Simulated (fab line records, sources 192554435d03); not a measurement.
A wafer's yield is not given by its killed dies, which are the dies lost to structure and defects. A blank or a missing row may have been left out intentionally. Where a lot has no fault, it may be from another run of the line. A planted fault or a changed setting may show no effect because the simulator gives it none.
Chamber matching / flow n5-finfet / N5_BEOL_M8_PECVD_70 on pecvd-01: 3 sister chambers
The step deposits SiO2 from TEOS/O2, target thk 20 nm, time 22.7 s. 3 wafers are shown with their chamber, then 7 later ones without.

== WAFERS WITH THEIR CHAMBER ==
wafer=L087.5; chamber=2; showerhead-plenum-p-Torr (Torr)=8.79
wafer=L090.4; chamber=0; showerhead-plenum-p-Torr (Torr)=8.77
wafer=L090.5; chamber=1; showerhead-plenum-p-Torr (Torr)=8.86

== WAFERS WITHOUT THEIR CHAMBER ==
wafer=L090.6; showerhead-plenum-p-Torr (Torr)=8.78
wafer=L095.4; showerhead-plenum-p-Torr (Torr)=8.80
wafer=L095.5; showerhead-plenum-p-Torr (Torr)=8.79
wafer=L095.6; showerhead-plenum-p-Torr (Torr)=8.85
wafer=L093.1; showerhead-plenum-p-Torr (Torr)=8.80
wafer=L093.4; showerhead-plenum-p-Torr (Torr)=8.77
wafer=L093.5; showerhead-plenum-p-Torr (Torr)=8.86

== THE CHAMBER EACH PASSED THROUGH ==
wafer=L090.6; from the rows above=can't be placed: 0 or 2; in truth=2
wafer=L095.4; from the rows above=2; in truth=2
wafer=L095.5; from the rows above=2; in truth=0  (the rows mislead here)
wafer=L095.6; from the rows above=1; in truth=1
wafer=L093.1; from the rows above=2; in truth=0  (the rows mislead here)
wafer=L093.4; from the rows above=0; in truth=0
wafer=L093.5; from the rows above=1; in truth=1
Correct placement for 4 of the 7. From these rows, 1 cannot be placed; in 1 the true chamber is one of the candidates. Placed wrongly: 2.
How it was worked out, from the rows above alone: a wafer's distance from a chamber is the root of the sum, over the readings, of the square of ((its reading less the chamber's mean) divided by the reading's scatter). If the next closest chamber is less than 2 further off than the closest, the wafer can't be placed; otherwise it belongs to the closest. Each chamber's mean is taken over the wafers shown for it. The scatter (one wafer shown for each chamber): square how far every hidden wafer sits from the nearest shown wafer, average those squares and take the square root.
